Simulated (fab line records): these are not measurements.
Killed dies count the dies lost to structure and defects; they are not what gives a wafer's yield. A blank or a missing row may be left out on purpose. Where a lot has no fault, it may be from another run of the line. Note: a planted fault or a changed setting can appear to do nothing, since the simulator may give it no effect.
fab line records	flow nand_harc
[record] lots = 24	wafers = 72	last_day = 34
route steps=1302 shown A_STAIRCASE@856 A_SGD_CUT@908
lots untouched by any fault: they come from a run of this same line in which no faults occurred
start_h: start of the lot's first displayed wafer, in hours after the record's first day	wait_h: hours since the lot's step before	" unchanged from the row above	L1.1+2: a row that stands for several wafers	- no value, or no start was given	* or withheld: withheld	< > ~ a bound
route shown NAME@n: names a module that has steps shown in the file, with the first one's number in the route	usual: mean and standard deviation over wafers with no fault	same: alike in all rows	chamber/n: place in a boat	sites: each site's reading	_std_site: the standard deviation of these	_edge_site: the outer-site mean with the inner-site mean subtracted	radius_mm: for every site, how far away it sits from the centre of the wafer	mask NAME#n: copy n	behind: tool/chamber where the wafer was last shaped	hold: what put the lot on hold/how long, in hours/how the hold closed	device: the transistor (n, p or np) that didn't switch	end of line: the route-end tests of the same wafers	where a step has no rows: the recipe by itself	killed: count of dies lost to structure and defects at first sort (not the wafer's yield)	map: dies across one wafer; x = killed, . = not, _ = none there
set.NAME: the setting that was run; set.NAME@STEP: the one run at that earlier step	model.NAME: the simulator's own value behind a step, which no gauge read
steps of the route over a sample of lots; a table a step, a row a wafer
services: the hour from which a tool's chamber was out of use, counted from the record's first day as start_h (under 0 if before that day), plus the number of hours and why
[[steps]]
[step NHARC_A_STAIRCASE_DEP_325]
[recipe] target_thk_a = 72000	temp_c = 400	target_thk_nm = 7200	teos_flow_sccm = 200	rf_w = 500	material = SiO2
[usual] heater_power_w = 624/91	rf_fwd_power_W = 499.5/1.6
lot.wafer	tool	chamber	start_h	wait_h	heater_power_w	rf_fwd_power_W
L074.2	pecvd-04	1	416.78	0.2	578	499.0
L074.4	"	0	"	"	667	498.2
L074.5	"	1	"	"	490	498.0
L075.2	pecvd-01	2	429.55	0.3	716	500.9
L075.5	"	1	"	"	466	499.4
L075.4	"	2	"	"	595	502.5
L078.3	pecvd-02	1	449.30	0.2	715	497.6
L078.1	"	2	"	"	613	501.6
L078.5	"	2	"	"	554	499.0
L077.1	pecvd-04	0	449.39	0.3	692	496.9
L077.6	"	2	"	"	606	497.4
L077.4	"	0	"	"	672	499.6
L076.2	pecvd-01	1	449.47	0.3	554	498.8
L076.1	"	0	"	"	710	498.3
L076.6	"	0	"	"	704	498.1
L079.6	pecvd-04	1	450.06	0.9	490	501.1
L079.4	"	2	"	"	607	501.2
L079.5	"	0	"	"	664	502.4
L080.2	pecvd-01	1	476.76	0.2	488	498.7
L080.5	"	0	"	"	707	498.7
L080.4	"	2	"	"	618	498.0
L082.1	pecvd-04	2	493.08	0.2	735	498.5
L082.3	"	0	"	"	715	497.4
L082.4	"	0	"	"	674	498.6
L081.2	pecvd-02	1	493.29	0.4	630	500.4
L081.4	"	0	"	"	542	498.5
L081.5	"	2	"	"	546	500.1
L085.2	pecvd-02	0	530.06	0.1	691	497.3
L085.1	"	1	"	"	691	499.5
L085.6	"	0	"	"	543	498.0
L083.3	pecvd-01	2	534.17	0.1	661	500.0
L083.2	"	1	"	"	608	502.2
L083.4	"	2	"	"	603	498.3
L086.3	pecvd-04	2	534.18	0.1	728	499.8
L086.5	"	2	"	"	629	500.6
L086.6	"	0	"	"	660	499.7
L084.3	pecvd-02	2	534.27	0.2	638	498.3
L084.4	"	1	"	"	598	499.6
L084.5	"	0	"	"	550	499.4
L087.2	pecvd-01	0	549.91	0.3	754	499.9
L087.6	"	1	"	"	469	499.1
L087.4	"	0	"	"	676	499.6
L088.3	pecvd-01	0	555.80	0.1	757	501.9
L088.2	"	1	"	"	486	498.4
L088.4	"	1	"	"	480	501.5
L089.3	pecvd-02	2	561.87	0.3	673	499.2
L089.4	"	1	"	"	588	501.0
L089.6	"	2	"	"	537	500.3
L090.5	pecvd-04	0	583.60	0.3	669	498.7
L090.4	"	1	"	"	458	500.8
L090.6	"	2	"	"	623	496.8
L091.3	pecvd-01	2	592.61	0.1	752	503.8
L091.1	"	0	"	"	753	501.7
L091.5	"	2	"	"	607	501.1
L092.1	pecvd-04	0	592.70	0.2	672	500.3
L092.5	"	0	"	"	677	499.2
L092.4	"	1	"	"	465	501.4
L093.2	pecvd-01	1	614.76	0.1	593	501.7
L093.4	"	1	"	"	490	500.3
L093.5	"	0	"	"	665	500.4
L094.2	pecvd-02	1	619.40	0.1	736	499.5
L094.5	"	2	"	"	540	496.3
L094.4	"	0	"	"	562	501.0
L095.4	pecvd-04	0	619.69	0.4	659	499.3
L095.5	"	1	"	"	468	501.9
L095.6	"	2	"	"	633	500.8
L096.2	pecvd-02	2	633.35	0.3	686	499.3
L096.5	"	0	"	"	572	501.3
L096.4	"	2	"	"	533	498.5
L097.1	pecvd-01	1	658.37	0.1	609	500.1
L097.2	"	2	"	"	722	499.9
L097.5	"	0	"	"	664	499.3
[step NHARC_A_STAIRCASE_ETCH_444]
[recipe] target_depth_a = 2.04e+05	time_s = 6800	c4f8_flow_sccm = 20	o2_flow_sccm = 10	ar_flow_sccm = withheld	rf_w = 600	bias_w = 1000	chemistry = C4F8/O2
[usual] bias_w = 1000.1/3	oes_product_au = 0.932/0.019	rf_fwd_power_W = 599.9/1.9	rf_vpp_V = 805/4.3
lot.wafer	tool	chamber	start_h	wait_h	bias_w	oes_product_au	rf_fwd_power_W	rf_hours_counter_h	rf_vpp_V
L074.2	rie_diel-02	0	425.97	1.4	998.5	0.959	599.1	9	811
L074.5	"	1	"	"	1000.6	0.954	600.0	-	804
L074.4	"	2	"	"	1001.6	0.962	602.4	-	800
L075.2	rie_diel-03	2	439.71	1.0	1000.0	0.911	598.0	53	798
L075.4	"	3	"	"	999.5	0.909	596.7	54	807
L075.5	"	0	"	"	999.7	0.907	602.7	-	808
L078.3	rie_diel-02	2	458.83	0.1	1000.2	0.950	598.2	18	800
L078.1	"	3	"	"	1000.9	0.953	599.9	12	805
L078.5	"	2	460.69	1.9	999.6	0.951	600.9	-	800
L079.4	rie_diel-05	0	459.74	1.1	999.8	0.918	599.2	12	799
L079.5	"	2	"	"	1002.5	0.915	602.9	-	804
L079.6	"	3	"	"	1003.4	0.930	600.7	-	807
L077.4	rie_diel-02	3	461.63	2.8	1002.1	0.963	601.4	15	805
L077.1	"	1	"	"	994.4	0.919	599.2	22	804
L077.6	"	0	463.99	5.2	1004.6	0.920	602.1	-	810
L076.1	rie_diel-05	0	461.65	2.9	999.0	0.921	596.8	14	799
L076.2	"	1	"	"	996.9	0.912	600.2	13	810
L076.6	"	0	463.55	4.8	998.3	0.919	600.9	-	799
L080.4	rie_diel-05	2	486.56	0.1	1001.1	0.929	594.7	21	803
L080.2	"	3	"	"	998.9	0.919	600.9	22	808
L080.5	"	2	488.44	1.9	999.8	0.926	599.0	-	802
L082.4	rie_diel-02	1	501.54	0.1	997.5	0.919	597.7	35	802
L082.3	"	2	"	"	1004.4	0.937	601.7	35	800
L082.1	"	3	"	"	1001.0	0.925	600.5	30	806
L081.4	rie_diel-03	0	502.02	0.5	1005.5	0.925	599.7	8	810
L081.2	"	1	"	"	998.4	0.925	601.1	11	809
L081.5	"	3	"	"	1002.2	0.921	600.5	-	806
L085.1	rie_diel-05	1	537.93	0.1	999.0	0.920	598.4	38	810
L085.2	"	2	"	"	1004.6	0.933	600.6	40	804
L085.6	"	2	540.30	2.4	998.0	0.937	599.9	-	803
L084.4	rie_diel-02	3	544.59	0.1	997.3	0.933	600.2	43	804
L084.3	"	2	546.03	1.6	1003.2	0.939	598.5	50	800
L084.5	"	0	"	"	996.7	0.932	600.3	-	809
L083.3	rie_diel-03	0	544.97	0.5	999.5	0.916	602.1	25	808
L083.2	"	1	"	"	998.6	0.919	597.5	20	809
L083.4	"	2	"	"	999.1	0.930	597.8	25	799
L086.3	rie_diel-05	2	545.17	0.7	1001.9	0.920	602.1	45	805
L086.6	"	1	546.61	2.1	997.1	0.910	600.9	-	811
L086.5	"	2	"	"	1000.3	0.924	599.3	-	803
L087.4	rie_diel-05	2	559.86	0.5	1001.3	0.926	601.3	52	803
L087.2	"	0	"	"	998.0	0.915	602.7	44	798
L087.6	"	1	"	"	998.3	0.911	600.7	-	811
L088.2	rie_diel-03	0	564.32	0.1	1003.6	0.922	598.5	34	807
L088.3	"	1	"	"	1000.3	0.920	603.7	27	811
L088.4	"	3	"	"	1003.3	0.924	600.2	36	806
L089.3	rie_diel-05	3	571.12	1.4	1001.1	0.922	601.8	49	806
L089.6	"	0	"	"	1002.3	0.922	599.5	-	799
L089.4	"	3	573.02	3.2	1001.3	0.920	599.3	-	808
L090.4	rie_diel-02	3	595.61	0.6	1000.8	0.965	599.5	5	805
L090.5	"	2	597.03	1.9	1000.0	0.979	602.8	-	799
L090.6	"	3	"	"	1002.2	0.975	601.2	-	806
L091.1	rie_diel-02	1	602.67	0.1	1001.5	0.959	601.4	7	803
L091.3	"	2	"	"	997.7	0.966	598.1	10	799
L091.5	"	1	604.60	2.0	993.4	0.959	602.2	-	802
L092.1	rie_diel-03	3	603.38	0.5	999.9	0.924	598.2	50	806
L092.4	"	0	"	"	1001.0	0.918	598.8	50	809
L092.5	"	2	"	"	992.8	0.933	601.5	-	800
L093.2	rie_diel-03	0	623.36	0.5	1001.3	0.926	599.4	55	806
L093.4	"	1	"	"	994.9	0.916	602.3	49	811
L093.5	"	0	625.22	2.4	1005.6	0.931	594.9	-	808
L094.2	rie_diel-03	0	633.11	0.1	1000.4	0.926	597.5	60	808
L094.4	"	2	"	"	1004.2	0.910	599.7	57	798
L094.5	"	0	"	"	1000.7	0.929	598.3	-	807
L095.4	rie_diel-05	3	634.39	1.6	997.3	0.943	601.0	10	808
L095.5	"	0	"	"	1002.5	0.945	601.9	-	815
L095.6	"	1	"	"	1003.9	0.969	603.0	-	810
L096.2	rie_diel-05	3	642.16	1.1	1002.4	0.918	603.0	14	805
L096.4	"	0	"	"	1000.2	0.919	601.8	15	815
L096.5	"	1	"	"	1002.8	0.919	596.0	-	809
L097.2	rie_diel-02	1	667.15	0.1	1000.9	0.919	601.1	29	801
L097.1	"	3	"	"	999.3	0.935	601.9	30	805
L097.5	"	1	"	"	999.9	0.925	599.1	-	802
[step NHARC_A_STAIRCASE_INSPECT_155]
[usual] raw_defect_count = 444/150
lot.wafer	tool	chamber	start_h	wait_h	raw_defect_count
L074.2	defect_inspect-01	-	432.88	0.1	433
L074.4	"	-	"	"	400
L074.5	"	-	"	"	284
L075.2	defect_inspect-02	-	446.05	0.1	320
L075.4	"	-	"	"	359
L075.5	"	-	"	"	351
L078.1	defect_inspect-01	-	466.19	0.1	442
L078.3	"	-	"	"	355
L078.5	"	-	"	"	800
L079.4	defect_inspect-02	-	466.26	0.1	453
L079.5	"	-	"	"	373
L079.6	"	-	"	"	350
L077.1	defect_inspect-01	-	468.64	0.1	994
L077.4	"	-	"	"	542
L077.6	"	-	"	"	574
L076.1	defect_inspect-01	-	468.71	0.1	556
L076.2	"	-	"	"	366
L076.6	"	-	"	"	363
L080.2	defect_inspect-01	-	493.52	0.1	360
L080.4	"	-	"	"	354
L080.5	"	-	"	"	374
L081.2	defect_inspect-01	-	508.63	0.1	758
L081.4	"	-	"	"	441
L081.5	"	-	"	"	877
L082.1	defect_inspect-01	-	508.70	0.1	372
L082.3	"	-	"	"	464
L082.4	"	-	"	"	569
L085.1	defect_inspect-02	-	544.91	0.1	488
L085.2	"	-	"	"	966
L085.6	"	-	"	"	347
L083.2	defect_inspect-02	-	551.54	0.1	371
L083.3	"	-	"	"	384
L083.4	"	-	"	"	377
L084.3	defect_inspect-01	-	551.69	0.1	403
L084.4	"	-	"	"	275
L084.5	"	-	"	"	284
L086.3	defect_inspect-02	-	551.78	0.1	381
L086.5	"	-	"	"	546
L086.6	"	-	"	"	515
L087.2	defect_inspect-01	-	566.56	0.1	351
L087.4	"	-	"	"	356
L087.6	"	-	"	"	359
L088.2	defect_inspect-02	-	571.27	0.1	451
L088.3	"	-	"	"	377
L088.4	"	-	"	"	302
L089.3	defect_inspect-02	-	577.78	0.1	966
L089.4	"	-	"	"	618
L089.6	"	-	"	"	644
L090.4	defect_inspect-01	-	602.15	0.1	306
L090.5	"	-	"	"	445
L090.6	"	-	"	"	315
L091.1	defect_inspect-01	-	609.72	0.1	658
L091.3	"	-	"	"	566
L091.5	"	-	"	"	508
L092.1	defect_inspect-01	-	609.99	0.1	365
L092.4	"	-	"	"	451
L092.5	"	-	"	"	326
L093.2	defect_inspect-02	-	629.84	0.1	382
L093.4	"	-	"	"	332
L093.5	"	-	"	"	602
L095.4	defect_inspect-02	-	640.07	0.1	432
L095.5	"	-	"	"	314
L095.6	"	-	"	"	331
L094.2	defect_inspect-02	-	640.24	0.1	347
L094.4	"	-	"	"	221
L094.5	"	-	"	"	350
L096.2	defect_inspect-01	-	648.26	0.1	334
L096.4	"	-	"	"	289
L096.5	"	-	"	"	394
L097.1	defect_inspect-01	-	674.23	0.1	281
L097.2	"	-	"	"	330
L097.5	"	-	"	"	320
[step NHARC_A_SGD_CUT_ETCH_16]
[recipe] target_depth_a = 3105	time_s = 155.2	c4f8_flow_sccm = withheld	o2_flow_sccm = 8	ar_flow_sccm = withheld	rf_w = 600	bias_w = 800	chemistry = C4F8/O2/Ar
[usual] bias_w = 800.2/2.5	oes_product_au = 0.967/0.016	rf_fwd_power_W = 597.3/1.9	rf_vpp_V = 722/4.6
lot.wafer	tool	chamber	start_h	wait_h	bias_w	oes_product_au	rf_fwd_power_W	rf_hours_counter_h	rf_vpp_V
L074.2	rie_diel-12	3	-	-	798.6	0.963	596.3	8	730
L074.4	"	0	"	"	798.6	0.983	600.5	7	717
L074.5	"	0	"	"	800.0	0.975	598.2	-	718
L075.2	rie_diel-13	2	-	-	796.3	0.987	598.1	8	726
L075.4	"	3	"	"	801.9	0.964	598.4	8	723
L075.5	"	1	"	"	800.3	0.964	596.6	-	720
L078.1	rie_diel-13	3	-	-	804.7	0.967	600.7	10	722
L078.3	"	0	"	"	799.1	0.980	595.9	10	725
L078.5	"	3	"	"	803.8	0.958	597.1	-	720
L079.4	rie_diel-07	0	-	-	801.0	0.982	597.0	-	716
L079.6	"	1	"	"	803.3	0.972	601.0	-	717
L079.5	"	3	"	"	799.8	0.966	596.7	-	719
L077.1	rie_diel-12	1	-	-	799.8	0.954	595.1	1	725
L077.4	"	2	"	"	798.1	0.990	597.5	1	726
L077.6	"	2	"	"	801.2	0.981	599.1	-	725
L076.2	rie_diel-07	1	471.02	0.1	797.2	0.983	598.0	11	717
L076.1	"	0	"	"	795.5	0.970	597.3	12	717
L076.6	"	0	"	"	796.0	0.961	597.5	-	716
L080.4	rie_diel-12	0	-	-	798.1	0.999	598.7	1	718
L080.2	"	1	"	"	804.5	0.976	596.2	1	724
L080.5	"	0	"	"	800.6	0.998	598.1	-	717
L081.2	rie_diel-13	1	-	-	801.6	0.986	596.2	14	718
L081.4	"	0	"	"	803.2	0.979	595.4	14	726
L081.5	"	1	"	"	799.9	0.982	599.1	-	720
L082.1	rie_diel-07	0	-	-	801.5	0.954	598.7	2	717
L082.4	"	1	"	"	798.8	0.974	599.7	2	718
L082.3	"	2	"	"	803.0	0.957	596.1	1	717
L085.2	rie_diel-12	1	-	-	797.0	0.969	597.6	4	724
L085.1	"	3	"	"	804.1	0.975	594.2	5	730
L085.6	"	1	"	"	795.0	0.980	596.2	-	724
L083.2	rie_diel-07	3	-	-	799.2	0.966	598.0	4	718
L083.3	"	0	"	"	804.3	0.960	600.7	4	716
L083.4	"	1	"	"	802.5	0.977	600.6	4	718
L084.3	rie_diel-13	0	-	-	798.8	0.947	596.6	3	727
L084.4	"	1	"	"	798.6	0.949	595.6	-	719
L084.5	"	0	"	"	799.4	0.953	598.3	-	726
L086.3	rie_diel-13	0	-	-	801.9	0.979	598.1	3	725
L086.5	"	2	"	"	798.0	0.973	600.4	-	726
L086.6	"	1	"	"	802.8	0.967	598.7	-	718
L087.2	rie_diel-13	1	-	-	798.8	0.968	595.2	4	718
L087.6	"	2	"	"	798.2	0.970	595.5	-	728
L087.4	"	1	"	"	799.7	0.972	594.0	-	720
L088.2	rie_diel-13	2	-	-	796.2	0.992	595.3	3	728
L088.4	"	0	"	"	802.5	0.976	599.1	-	726
L088.3	"	2	"	"	793.4	0.987	596.2	-	724
L089.3	rie_diel-13	1	-	-	804.8	0.939	600.4	5	719
L089.4	"	0	"	"	799.0	0.943	599.0	-	724
L089.6	"	1	"	"	806.1	0.937	601.6	-	720
L090.4	rie_diel-07	1	-	-	800.7	0.946	597.4	7	718
L090.6	"	2	"	"	799.5	0.940	599.0	-	715
L090.5	"	3	"	"	798.4	0.949	593.3	-	719
L091.1	rie_diel-13	1	-	-	800.7	0.956	598.7	9	720
L091.3	"	2	"	"	800.7	0.971	598.6	8	727
L091.5	"	1	"	"	803.2	0.968	596.5	-	719
L092.4	rie_diel-07	1	-	-	801.8	0.975	599.7	7	717
L092.1	"	2	"	"	799.1	0.990	593.6	8	717
L092.5	"	0	"	"	797.5	0.971	598.4	-	717
L093.2	rie_diel-07	0	-	-	797.6	0.926	595.5	8	716
L093.4	"	1	"	"	799.4	0.945	599.5	8	718
L093.5	"	3	"	"	802.1	0.927	597.4	-	718
L095.4	rie_diel-12	2	-	-	800.4	0.973	597.6	0	726
L095.6	"	0	"	"	797.3	0.952	597.7	-	715
L095.5	"	1	"	"	794.8	0.983	594.5	-	724
L094.4	rie_diel-07	3	-	-	803.0	0.961	595.7	9	719
L094.2	"	2	"	"	802.1	0.982	597.2	9	715
L094.5	"	3	"	"	798.7	0.952	599.9	-	717
L096.2	rie_diel-12	1	-	-	799.0	0.964	596.2	1	724
L096.4	"	2	"	"	802.6	0.971	597.3	1	726
L096.5	"	0	"	"	799.4	0.954	596.1	-	715
L097.2	rie_diel-12	2	-	-	799.3	0.982	600.8	3	725
L097.1	"	3	"	"	799.1	0.972	597.2	2	730
L097.5	"	3	"	"	801.6	0.962	598.3	-	729
[step NHARC_A_SGD_CUT_CMP_21]
[recipe] target_thk_nm = 148.19
[usual] motor_current_A = 12.5/1.4	retaining_ring_pressure_frac = 1.000/0.0048	slurry_filter_dp_kPa = 13.50/0.12	time_to_endpoint_s = 51/3
lot.wafer	tool	chamber	start_h	wait_h	motor_current_A	retaining_ring_pressure_frac	slurry_filter_dp_kPa	time_to_endpoint_s
L074.4	cmp-01	3	438.74	0.5	13.8	0.999	13.58	51
L074.2	"	0	"	"	12.6	1.004	13.52	48
L074.5	"	2	"	"	13.0	0.998	13.51	52
L075.2	cmp-03	3	455.30	0.4	14.5	1.010	13.66	55
L075.4	"	0	"	"	11.4	0.996	13.40	51
L075.5	"	3	"	"	15.2	1.009	13.61	52
L079.4	cmp-03	3	473.27	0.4	15.7	1.004	13.45	49
L079.5	"	2	"	"	11.4	1.002	13.38	50
L079.6	"	3	"	"	14.2	1.004	13.61	51
L078.1	cmp-01	0	473.29	0.4	13.4	1.005	13.72	50
L078.3	"	1	"	"	12.3	1.004	13.41	46
L078.5	"	2	"	"	12.9	1.002	13.63	52
L077.1	cmp-03	0	473.42	0.5	11.4	1.006	13.44	44
L077.4	"	1	"	"	13.3	0.996	13.69	49
L077.6	"	0	"	"	11.5	0.994	13.46	45
L076.2	cmp-01	0	476.36	0.4	12.5	0.992	13.47	51
L076.1	"	2	"	"	12.5	0.999	13.67	54
L076.6	"	1	"	"	12.3	1.002	13.76	47
L080.2	cmp-04	2	502.90	0.4	12.6	1.002	13.47	45
L080.4	"	0	"	"	9.0	1.002	13.44	48
L080.5	"	2	"	"	12.5	1.000	13.39	49
L082.3	cmp-04	1	515.41	0.4	11.6	1.001	13.51	47
L082.1	"	2	"	"	13.3	0.996	13.73	51
L082.4	"	0	"	"	8.8	0.995	13.45	50
L081.2	cmp-01	3	515.43	0.4	14.0	0.995	13.54	51
L081.4	"	1	"	"	12.2	1.009	13.57	45
L081.5	"	2	"	"	13.1	1.002	13.63	51
L085.2	cmp-01	1	554.83	0.4	12.2	0.999	13.56	47
L085.1	"	0	"	"	13.6	0.998	13.54	50
L085.6	"	2	"	"	13.2	0.999	13.68	55
L084.4	cmp-04	0	558.36	0.4	9.2	1.008	13.51	54
L084.3	"	2	"	"	13.4	1.001	13.61	55
L084.5	"	1	"	"	11.5	0.999	13.54	49
L083.3	cmp-01	2	558.38	0.4	13.2	1.008	13.64	57
L083.4	"	3	"	"	13.9	1.000	13.38	55
L083.2	"	0	"	"	12.5	1.000	13.65	52
L086.3	cmp-01	3	558.56	0.6	13.6	0.994	13.52	53
L086.5	"	1	"	"	12.3	1.002	13.54	44
L086.6	"	2	"	"	12.4	0.994	13.40	53
L087.2	cmp-03	2	573.47	0.4	11.9	0.994	13.40	52
L087.4	"	3	"	"	14.9	0.996	13.40	50
L087.6	"	2	"	"	11.2	0.996	13.49	52
L088.3	cmp-04	3	579.43	0.4	12.0	0.998	13.68	55
L088.4	"	0	"	"	9.4	1.004	13.51	54
L088.2	"	1	"	"	11.7	0.998	13.52	50
L089.4	cmp-03	3	584.54	0.4	15.0	1.005	13.48	49
L089.3	"	2	"	"	11.0	0.998	13.51	50
L089.6	"	0	"	"	11.3	0.997	13.54	47
L090.4	cmp-01	2	609.40	0.4	12.8	0.997	13.46	48
L090.6	"	1	"	"	12.2	0.993	13.49	45
L090.5	"	2	"	"	13.0	0.995	13.45	52
L092.4	cmp-04	2	618.30	0.4	13.5	0.997	13.71	56
L092.1	"	0	"	"	9.0	1.000	13.63	55
L092.5	"	3	"	"	11.7	0.993	13.62	58
L091.3	cmp-01	2	618.35	0.4	12.5	0.999	13.58	54
L091.1	"	3	"	"	14.2	1.012	13.56	53
L091.5	"	1	"	"	11.6	1.002	13.63	50
L093.2	cmp-04	0	636.63	0.4	9.1	1.009	13.32	53
L093.4	"	1	"	"	11.2	0.998	13.53	52
L093.5	"	0	"	"	9.6	1.004	13.26	53
L094.4	cmp-04	2	646.81	0.4	12.9	1.005	13.65	53
L094.2	"	3	"	"	12.3	0.998	13.46	56
L094.5	"	3	"	"	11.8	1.001	13.29	55
L095.4	cmp-03	1	646.86	0.4	12.7	1.003	13.71	49
L095.5	"	3	"	"	14.5	0.995	13.41	52
L095.6	"	0	"	"	11.9	1.004	13.42	47
L096.2	cmp-01	2	654.97	0.4	13.0	0.999	13.72	54
L096.4	"	3	"	"	13.4	1.004	13.29	55
L096.5	"	3	"	"	13.8	1.004	13.61	53
L097.2	cmp-01	3	683.32	0.4	14.2	0.999	13.44	52
L097.1	"	0	"	"	12.8	0.998	13.58	50
L097.5	"	3	"	"	13.6	0.995	13.25	53
[step NHARC_A_SGD_CUT_THK_MEAS_22]
[recipe] thk_meas_gauge = ellipsometry
[usual] thk_nm = 148.4/1.6
lot.wafer	tool	chamber	start_h	wait_h	thk_nm
L074.2	film_metro-01	-	438.97	0.2	146.9
L074.4	"	-	"	"	148.5
L074.5	"	-	"	"	150.3
L075.2	film_metro-02	-	455.53	0.2	150.2
L075.4	"	-	"	"	149.6
L075.5	"	-	"	"	149.9
L079.4	film_metro-02	-	473.50	0.2	146.1
L079.5	"	-	"	"	147.2
L079.6	"	-	"	"	146.4
L078.1	film_metro-01	-	473.50	0.2	148.6
L078.3	"	-	"	"	148.8
L078.5	"	-	"	"	149.3
L077.1	film_metro-01	-	473.65	0.2	145.9
L077.4	"	-	"	"	145.6
L077.6	"	-	"	"	148.2
L076.1	film_metro-02	-	476.61	0.2	148.6
L076.2	"	-	"	"	148.2
L076.6	"	-	"	"	147.0
L080.2	film_metro-02	-	503.13	0.2	146.8
L080.4	"	-	"	"	146.9
L080.5	"	-	"	"	145.5
L082.1	film_metro-01	-	515.66	0.2	148.0
L082.3	"	-	"	"	146.5
L082.4	"	-	"	"	146.8
L081.2	film_metro-02	-	515.67	0.2	149.2
L081.4	"	-	"	"	147.1
L081.5	"	-	"	"	149.2
L085.1	film_metro-01	-	555.09	0.2	149.1
L085.2	"	-	"	"	147.0
L085.6	"	-	"	"	149.5
L083.2	film_metro-01	-	558.61	0.2	150.4
L083.3	"	-	"	"	148.1
L083.4	"	-	"	"	148.7
L084.3	film_metro-02	-	558.62	0.2	151.2
L084.4	"	-	"	"	148.8
L084.5	"	-	"	"	147.1
L086.3	film_metro-01	-	558.76	0.2	149.3
L086.5	"	-	"	"	147.9
L086.6	"	-	"	"	151.2
L087.2	film_metro-02	-	573.70	0.2	149.6
L087.4	"	-	"	"	146.5
L087.6	"	-	"	"	146.5
L088.2	film_metro-02	-	579.67	0.2	148.6
L088.3	"	-	"	"	147.2
L088.4	"	-	"	"	148.5
L089.3	film_metro-01	-	584.80	0.2	148.1
L089.4	"	-	"	"	148.5
L089.6	"	-	"	"	147.9
L090.4	film_metro-01	-	609.63	0.2	148.3
L090.5	"	-	"	"	147.9
L090.6	"	-	"	"	150.0
L092.1	film_metro-02	-	618.56	0.2	150.7
L092.4	"	-	"	"	148.9
L092.5	"	-	"	"	150.1
L091.1	film_metro-02	-	618.56	0.2	149.6
L091.3	"	-	"	"	148.1
L091.5	"	-	"	"	149.6
L093.2	film_metro-01	-	636.88	0.2	146.9
L093.4	"	-	"	"	148.6
L093.5	"	-	"	"	146.7
L095.4	film_metro-01	-	647.07	0.2	149.6
L095.5	"	-	"	"	148.4
L095.6	"	-	"	"	147.7
L094.2	film_metro-02	-	647.07	0.2	151.9
L094.4	"	-	"	"	150.8
L094.5	"	-	"	"	150.7
L096.2	film_metro-02	-	655.23	0.2	151.7
L096.4	"	-	"	"	149.9
L096.5	"	-	"	"	150.7
L097.1	film_metro-02	-	683.54	0.2	147.4
L097.2	"	-	"	"	149.9
L097.5	"	-	"	"	146.8
[[services]]
tool	chamber	start_h	hours	kind
rie_diel-02	-	394.44	9.0	pm
rie_diel-07	1	397.27	5.5	repair
rie_diel-05	-	406.98	9.0	pm
rie_diel-02	3	413.34	12.9	repair
rie_diel-07	2	442.71	51.6	repair
pecvd-04	-	450.34	13.0	pm
rie_diel-07	3	468.78	9.3	repair
pecvd-04	-	470.62	0.7	repair
cmp-01	-	479.62	4.0	pm
rie_diel-07	3	483.53	9.7	repair
pecvd-01	-	492.57	13.0	pm
rie_diel-05	-	508.42	0.2	repair
rie_diel-13	-	519.00	9.0	pm
rie_diel-13	2	540.48	8.0	repair
rie_diel-13	3	545.05	89.9	repair
pecvd-01	0	558.26	10.0	repair
rie_diel-05	-	567.52	0.6	repair
cmp-01	-	574.23	0.4	repair
cmp-01	-	577.62	4.0	pm
rie_diel-05	1	583.19	7.0	repair
rie_diel-05	-	583.98	9.0	pm
cmp-01	-	635.76	1.3	repair
pecvd-01	-	673.57	13.0	pm
cmp-01	-	675.62	4.0	pm
[[key]]
fault none
